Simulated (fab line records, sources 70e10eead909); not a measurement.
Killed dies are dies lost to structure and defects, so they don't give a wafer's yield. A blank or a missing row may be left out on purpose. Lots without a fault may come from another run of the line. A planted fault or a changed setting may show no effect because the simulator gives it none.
Which tool did it? | flow nand_harc | 13 lots, 37 wafers sampled, at 5 steps of a route of 1159

WHAT THE GAUGES READ, wafer by wafer
NHARC_END_SORT_01.
lot  | measured     | on        | killed_at_array | killed_at_other | killed_at_periphery | killed_dies | killed_open | killed_short
L390 | day 24 14:37 | prober-01 | 671 29          | 0 1             | 6 0                 | 677 30      | 1 2         | 1 1
L387 | day 24 08:58 | prober-01 | 14 677          | 1 0             | 6 0                 | 21 677      | 6 2         | 2 1
L391 | day 24 22:21 | prober-01 | 672 8 15        | 0 1 1           | 5 1 0               | 677 10 16   | 4 2 2       | 2 0 2

WHICH TOOL RAN EACH LOT (tool, then ch and the chambers of the sampled wafers, then the start)
lot  | NHARC_A_STAIRCASE_TRIM_222                    | NHARC_A_STAIRCASE_ETCH_223                    | NHARC_A_STAIRCASE_ETCH_232         | NHARC_A_STAIRCASE_ETCH_234
L372 | rie_diel-02 ch 1,2, day 11 01:38 or earlier   | rie_diel-02 ch 0,1,3, day 11 01:38 or earlier | rie_diel-02 ch 0,1,2, day 11 01:38 | rie_diel-01 ch 1,2,3, day 11 01:55
L377 | rie_diel-06 ch 0,1,2, day 12 00:26 or earlier | rie_diel-06 ch 0,1,2, day 12 00:26 or earlier | rie_diel-06 ch 0,2, day 12 00:26   | rie_diel-06 ch 0,1,2, no start
L374 | rie_diel-01 ch 0,2,3, day 12 03:16 or earlier | rie_diel-01 ch 0,2,3, day 12 03:16 or earlier | rie_diel-02 ch 0,3, day 12 03:16   | rie_diel-02 ch 1,3, no start
L376 | rie_diel-01 ch 0,1, day 12 09:26 or earlier   | rie_diel-01 ch 0,3, day 12 09:26 or earlier   | rie_diel-02 ch 0,1, day 12 09:26   | rie_diel-02 ch 0,2,3, no start
L378 | rie_diel-02 ch 0,1,3, day 13 01:49 or earlier | rie_diel-02 ch 0,2,3, day 13 01:49 or earlier | rie_diel-06 ch 0,1, day 13 01:49   | rie_diel-06 ch 0,1,2, no start
L381 | rie_diel-06 ch 0,3, day 13 13:43 or earlier   | rie_diel-06 ch 1,3, day 13 13:43 or earlier   | rie_diel-02 ch 0,2,3, day 13 13:43 | rie_diel-02 ch 2,3, no start
L385 | rie_diel-01 ch 0,2,3, day 15 02:25 or earlier | rie_diel-01 ch 0,1,3, day 15 02:25 or earlier | rie_diel-01 ch 0,1,3, day 15 02:25 | rie_diel-01 ch 0,1,3, no start
L390 | rie_diel-02 ch 2,3, day 15 16:49 or earlier   | rie_diel-02 ch 2, day 15 16:49 or earlier     | rie_diel-02 ch 1,2, day 15 16:49   | rie_diel-02 ch 1,3, day 24 14:37 or earlier
L387 | rie_diel-01 ch 2,3, day 15 18:14 or earlier   | rie_diel-01 ch 0,3, day 15 18:14 or earlier   | rie_diel-02 ch 0,1, day 15 18:14   | rie_diel-02 ch 0,3, day 24 08:58 or earlier
L391 | rie_diel-02 ch 0,1,2, day 15 21:35 or earlier | rie_diel-02 ch 0,2,3, day 15 21:35 or earlier | rie_diel-02 ch 0,2,3, day 15 21:35 | rie_diel-02 ch 0,1,3, day 24 22:21 or earlier
L392 | rie_diel-01 ch 0,2,3, day 15 22:41 or earlier | rie_diel-01 ch 0,1,2, day 15 22:41 or earlier | rie_diel-01 ch 0,2,3, day 15 22:41 | rie_diel-01 ch 0,1,3, no start
L394 | rie_diel-01 ch 0,2,3, day 16 13:57 or earlier | rie_diel-01 ch 0,1,2, day 16 13:57 or earlier | rie_diel-06 ch 0,2,3, day 16 13:57 | rie_diel-06 ch 0,2,3, no start
L393 | rie_diel-06 ch 1,2,3, day 16 14:55 or earlier | rie_diel-06 ch 1,2,3, day 16 14:55 or earlier | rie_diel-06 ch 1,2, day 16 14:55   | rie_diel-06 ch 2,3, no start
- NHARC_A_STAIRCASE_TRIM_222: chemistry O2, time 211.2 s.
- NHARC_A_STAIRCASE_ETCH_223: etches the open film in C4F8/O2, target depth 100 nm, time 40.5 s.
- NHARC_A_STAIRCASE_ETCH_232: etches the open film in C4F8/O2, target depth 100 nm, time 40.5 s.
- NHARC_A_STAIRCASE_ETCH_234: etches the open film in C4F8/O2, target depth 100 nm, time 40.5 s.

WHAT THE TOOLS THEMSELVES READ (means of the sampled wafers that have a number; where no wafer has one, the mark that the record gives instead)
NHARC_A_STAIRCASE_TRIM_222.
lot  | tool        | drypump_motor_current_A (A) | oes_product_au (a.u.) | rf_vpp_V (V) | showerhead_plenum_p_Torr (Torr) | throttle_valve_pct (%)
L372 | rie_diel-02 | 5.9                         | 0.984                 | 57.5         | 3.55                            | 17.033
L377 | rie_diel-06 | 5.6                         | 0.994                 | 57.4         | 3.51                            | 17.037
L374 | rie_diel-01 | 5.9                         | 1.003                 | 58.6         | 3.65                            | 17.037
L376 | rie_diel-01 | 5.5                         | 0.998                 | 57.5         | 3.58                            | 17.036
L378 | rie_diel-02 | 6.0                         | 0.988                 | 58.3         | 3.45                            | 17.033
L381 | rie_diel-06 | 6.2                         | 0.991                 | 57.2         | 3.49                            | 17.035
L385 | rie_diel-01 | 5.9                         | 0.997                 | 58.4         | 3.64                            | 17.033
L390 | rie_diel-02 | 5.8                         | 1.000                 | 57.5         | 3.38                            | 17.042
L387 | rie_diel-01 | 5.9                         | 1.008                 | 58.2         | 3.63                            | 17.026
L391 | rie_diel-02 | 5.9                         | 0.996                 | 57.4         | 3.48                            | 17.040
L392 | rie_diel-01 | 5.9                         | 1.004                 | 58.4         | 3.63                            | 17.038
L394 | rie_diel-01 | 5.9                         | 1.008                 | 58.6         | 3.63                            | 17.043
L393 | rie_diel-06 | 5.8                         | 1.004                 | 57.0         | 3.47                            | 17.041

NHARC_A_STAIRCASE_ETCH_223.
lot  | tool        | oes_product_au (a.u.) | rf_vpp_V (V)
L372 | rie_diel-02 | 0.938                 | 893
L377 | rie_diel-06 | 0.922                 | 896
L374 | rie_diel-01 | 0.947                 | 900
L376 | rie_diel-01 | 0.935                 | 901
L378 | rie_diel-02 | 0.930                 | 891
L381 | rie_diel-06 | 0.942                 | 894
L385 | rie_diel-01 | 0.958                 | 898
L390 | rie_diel-02 | 0.932                 | 894
L387 | rie_diel-01 | 0.955                 | 900
L391 | rie_diel-02 | 0.931                 | 890
L392 | rie_diel-01 | 0.955                 | 896
L394 | rie_diel-01 | 0.960                 | 898
L393 | rie_diel-06 | 0.927                 | 893

NHARC_A_STAIRCASE_ETCH_232.
lot  | tool        | oes_product_au (a.u.) | rf_vpp_V (V)
L372 | rie_diel-02 | 0.970                 | 894
L377 | rie_diel-06 | 0.923                 | 895
L374 | rie_diel-02 | 0.942                 | 888
L376 | rie_diel-02 | 0.937                 | 894
L378 | rie_diel-06 | 0.923                 | 895
L381 | rie_diel-02 | 0.935                 | 890
L385 | rie_diel-01 | 0.934                 | 898
L390 | rie_diel-02 | 1.105                 | 898
L387 | rie_diel-02 | 1.120                 | 894
L391 | rie_diel-02 | 1.051                 | 889
L392 | rie_diel-01 | 0.956                 | 899
L394 | rie_diel-06 | 0.940                 | 894
L393 | rie_diel-06 | 0.934                 | 893

NHARC_A_STAIRCASE_ETCH_234.
lot  | tool        | oes_product_au (a.u.) | rf_vpp_V (V)
L372 | rie_diel-01 | 0.942                 | 898
L377 | rie_diel-06 | 0.911                 | 896
L374 | rie_diel-02 | 0.940                 | 893
L376 | rie_diel-02 | 0.944                 | 889
L378 | rie_diel-06 | 0.935                 | 895
L381 | rie_diel-02 | 0.939                 | 892
L385 | rie_diel-01 | 0.935                 | 897
L390 | rie_diel-02 | 0.941                 | 896
L387 | rie_diel-02 | 0.940                 | 888
L391 | rie_diel-02 | 0.931                 | 893
L392 | rie_diel-01 | 0.943                 | 898
L394 | rie_diel-06 | 0.934                 | 895
L393 | rie_diel-06 | 0.944                 | 893

THE ANSWER, worked out from the rows above alone
Rule: what is usual is taken from the lots themselves. Put in order of their means at a reading, lots are off if they are a third of the lots or fewer, leave a main group of 4 or more, and stand apart from it by a gap of 3 or more times the standard deviation of the main group's means; of several such gaps the widest counts. A main group whose means are all the same, to the digits that the tables above print for the reading, isn't used. A lot without any number at a reading at which 4 lots or more have one is off too. The other lots that the step has rows for count as sound. The gauges are gone through in route order, then the tools' own readings, and for those a lot's mean is taken as printed above. The first step at which some lot is off is used, and at that step the reading that is off furthest; a lot without a number counts as furthest.
Off: L390, L387, L391, at NHARC_A_STAIRCASE_ETCH_232 (oes_product_au). The main group: mean 0.939 a.u., standard deviation 0.014.
A tool fits if, at that step or a process step before it, it ran every lot that is off, and no sound lot after the first of them. NHARC_A_STAIRCASE_TRIM_222 gives no start for some lots, so the hours and the order of its lots are those of NHARC_A_STAIRCASE_ETCH_232. NHARC_A_STAIRCASE_ETCH_223 gives no start for some lots, so the hours and the order of its lots are those of NHARC_A_STAIRCASE_ETCH_232. One fits: rie_diel-02 at NHARC_A_STAIRCASE_ETCH_232. Its last sound lot is L381 (day 13 13:43), its first lot that is off L390 (day 15 16:49): a fault that began between those two fits.
The tool's own readings at NHARC_A_STAIRCASE_ETCH_232 bear it out: on the lots that are off they differ by more than 5 times the standard deviation of the sound lots' means. oes_product_au reads 1.092 a.u. there against 0.939 a.u. on the sound lots.

WHAT THE SIMULATOR HAD PUT IN
Process parameter drift: rie_diel-02, from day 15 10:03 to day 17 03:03, at NHARC_A_STAIRCASE_ETCH_232. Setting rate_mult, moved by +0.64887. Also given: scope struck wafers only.
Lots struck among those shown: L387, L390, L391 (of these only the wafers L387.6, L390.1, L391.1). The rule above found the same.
